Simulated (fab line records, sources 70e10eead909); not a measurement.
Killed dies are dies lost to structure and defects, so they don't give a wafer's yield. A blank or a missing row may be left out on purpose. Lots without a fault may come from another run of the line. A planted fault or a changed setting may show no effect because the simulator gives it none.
One fault seen from 2 desks | flow nand_harc | each desk has only its own numbers; what lay behind them comes last

THE TOOL OWNER'S DESK: pecvd-03
The tool's own readings at NHARC_A_CONTACT_DEP_58 (deposits SiON, target thk 90 nm): means of the sampled wafers that have a number, for each lot that ran on this tool. A lot is out of limits, marked OUT, if its mean lies more than 4 standard deviations from the usual mean; the brackets give that distance.
Columns: A = heater_power_w at NHARC_A_CONTACT_DEP_58, usual 740 W; B = rf_fwd_power_W at NHARC_A_CONTACT_DEP_58, usual 348.4 W
lot  | first seen here | A   | B
L706 | day 25 18:10    | 772 | 348.2
L707 | day 25 18:53    | 731 | 347.9
L714 | day 28 14:06    | 803 | 348.9
L716 | day 29 12:29    | 765 | 349.7
This desk's finding: nothing out of limits on any of the 4 lots.

THE DEFECT DESK
What the inspections along the route counted, lot by lot: means of the sampled wafers that have a number. A lot is out of limits, marked OUT, if its mean lies more than 4 standard deviations from the usual mean; the brackets give that distance.
Columns: A = raw_defect_count at NHARC_A_CONTACT_INSPECT_71, usual 83
lot  | first seen here | A
L697 | day 21 20:49    | 146
L701 | day 23 08:13    | 15
L702 | day 23 20:28    | 70
L706 | day 25 18:53    | 131
L707 | day 25 19:44    | 44
L708 | day 26 17:00    | 21
L714 | day 28 14:48    | 994 (+21) OUT
L716 | day 29 13:20    | 564 (+11) OUT
L718 | day 30 20:29    | 79
L719 | day 30 23:49    | 23
L717 | day 31 04:22    | 74
This desk's finding: out of limits on L714, L716; first on L714, day 28 14:48 (raw_defect_count at NHARC_A_CONTACT_INSPECT_71). In limits: L697, L701, L702, L706, L707, L708, L718, L719, L717.

PUT TOGETHER
The defect desk could have raised an alarm at day 28 14:48, on L714, L716.
The tool owner's desk saw nothing out of limits.
The tool owner's desk has L714, L716 on record, within its limits.
Of the lots named, all ran NHARC_A_CONTACT_DEP_58 on pecvd-03.

WHAT THE SIMULATOR HAD PUT IN
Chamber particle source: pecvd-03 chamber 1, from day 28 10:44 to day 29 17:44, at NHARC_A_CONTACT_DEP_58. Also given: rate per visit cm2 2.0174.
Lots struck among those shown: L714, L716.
Hours from the fault's start to each desk's first reading out of limits: the defect desk, 4.
